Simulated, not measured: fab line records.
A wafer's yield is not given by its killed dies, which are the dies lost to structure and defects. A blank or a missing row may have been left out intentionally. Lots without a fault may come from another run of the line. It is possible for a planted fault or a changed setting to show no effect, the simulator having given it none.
A lot that was struck, set against a sound lot :: flow n5 finfet :: 34 out of 1938 route steps
Sound: the wafers L193.1, L193.4, L193.5. Struck: wafers L201.4, L201.5. (L201.6 of the same lot was not struck and is left out.) The cause comes at the end.
Order at every step that has rows: each side's tool, ch and its chambers, its first start. Under that, the readings that differ: sound wafers :: struck wafers :: difference of the means :: sigmas: that difference in standard deviations of wafers without a fault.
alike: same words and numbers on both sides, and readings whose means sit less than 2 such deviations apart. not compared: any withheld reading, any reading some wafer has no value for, any bound like >300 that may hide the same value, and any number with overlapping values for which the record gives no deviation.
A row with sigmas, a row that says differs or no value, or rows on one side alone: a step with any of these is where the two part. When numbers do not overlap yet have no deviation, they are printed without sigmas and do not part them. A reading missing from all wafers of one side parts the sides only when that side holds two or more wafers.

first, 9 steps without rows for these wafers: N5_BEOL_M9_DESCUM_33 (chemistry O2, time 7 s); N5_BEOL_M9_ETCH_76 (etches underlayer in N2/H2, target depth 6.5 nm, time 5.2 s); N5_BEOL_M9_ETCH_65 (etches SiARC in CF4, target depth 15.6 nm, time 26 s); N5_BEOL_M9_ETCH_66 (etches SOC in N2/H2, target depth 80 nm, overetch 16 nm, time 120 s); N5_BEOL_M9_STRIP_69 (strips in N2/H2); N5_BEOL_M9_STRIP_77 (strips in N2/H2); N5_BEOL_M9_VIA_ETCH_34 (etches SiCOH lowk in C4F6/O2, target depth 182.4 nm, time 68.4 s); N5_BEOL_M9_STRIP_73 (strips in C4F6/O2); N5_BEOL_M9_STRIP_36 (strips in N2/H2).
N5_BEOL_M9_TRENCH_ETCH_37: etches SiCOH lowk in C4F6/O2, target depth 151.43 nm, time 49 s.
  sound on rie diel-05 ch 0,2, day 10 01:06; struck on rie diel-01 ch 0, day 12 14:05
  alike: drypump motor current A, oes_ar_750_au, oes product au, rf vpp V, showerhead plenum p Torr, throttle valve pct
  not compared: rf hours counter h
then, 23 steps without rows for these wafers: N5_BEOL_M9_ETCH_41 (etches SiCN in CH3F/O2, target depth 36.6 nm, time 70.1 s); N5_BEOL_M9_STRIP_80 (strips in N2/H2, time 10 s); N5_BEOL_M9_HM_STRIP_39 (strips TiN in peroxide tin strip, target depth 25 nm, time 158 s); N5_BEOL_M9_SRD_40 (time 30 s); N5_BEOL_M9_PRECLEAN_42 (cleans in residue remover, time 60 s); N5_BEOL_M9_SRD_43 (time 30 s); N5_BEOL_M9_CURE_72 (cures SiCOH lowk, time 120 s); N5_BEOL_M9_DEGAS_44 (time 60 s); N5_BEOL_M9_PRE_CLEAN_45 (time 30 s); N5_BEOL_M9_ALD_74 (deposits TaN, target thk 2 nm, pulse time 2 s, purge time 3 s); N5_BEOL_M9_SURFACE_TREAT_79; N5_BEOL_M9_CVD_78 (deposits Co from CCTBA/H2, target thk 2 nm, time 138.9 s); N5_BEOL_M9_SPUTTER_48 (material Cu, target thk 12 nm, time 2 s); N5_BEOL_M9_ECD_50 (material Cu, target thk 318 nm); N5_BEOL_M9_ANNEAL_51 (time 90 s); N5_BEOL_M9_CMP_52 (polishes, stops on SiCOH lowk, t overpolish 7 s, target thk 140 nm); N5_BEOL_M9_PRE_CLEAN_55 (time 15 s); N5_BEOL_M9_DEP_56 (deposits SiCN from 3MS/NH3, target thk 15 nm, time 26.5 s); N5_BEOL_M10_ILD_DEP_00 (deposits SiCOH lowk from DEMS/porogen, target thk 308.51 nm, time 58 s); N5_BEOL_M10_CURE_71 (cures SiCOH lowk, time 240 s); N5_BEOL_M10_PECVD_70 (deposits SiO2 from TEOS/O2, target thk 20 nm, time 22.7 s); N5_BEOL_M10_HM_DEP_02 (deposits TiN, target thk 20 nm); N5_BEOL_M10_COAT_59 (time 60 s, resist thk 100 nm).
-- record jumps: 2 days separate the struck wafers' starts on either side; left off in module BEOL_M10, taken up again in module PASSIVATION, whose first shown step is the route's number 1936 --
N5_PASSIVATION_PROBE_49:
  struck on prober-01, day 14 23:14; sound on prober-02, day 12 04:34
reading: defect limited yield (%)
sound: 91.5 91.9 91.9
struck: 79.2 79.7
difference: -12.3
sigmas: -9

reading: killed_at_M4_up
sound: 17 11 16
struck: 166 170
difference: +153
sigmas: +28

reading: killed dies
sound: 100 96 95
struck: 246 240
difference: +146
sigmas: +10

reading: sort_bin_5_function (%)
sound: 4.6 5.2 4.8
struck: 12.5 11.9
difference: +7.3
sigmas: +8

reading: sort_bin_6_memory (%)
sound: 3.6 2.7 3.0
struck: 4.4 4.5
difference: +1.4
sigmas: +2

reading: sort n pass
sound: 1080 1084 1085
struck: 934 940
difference: -146
sigmas: -10

reading: sort yield pct (%)
sound: 91.5 91.9 91.9
struck: 79.2 79.7
difference: -12.3
sigmas: -9
  alike: killed_at_M0_to_M3, killed at contacts, killed at front end, killed at other, killed on rim, killed open, killed short

## WHERE THEY PART
Within this record, at N5_PASSIVATION_PROBE_49 only.

WHY: whatever the simulator had introduced
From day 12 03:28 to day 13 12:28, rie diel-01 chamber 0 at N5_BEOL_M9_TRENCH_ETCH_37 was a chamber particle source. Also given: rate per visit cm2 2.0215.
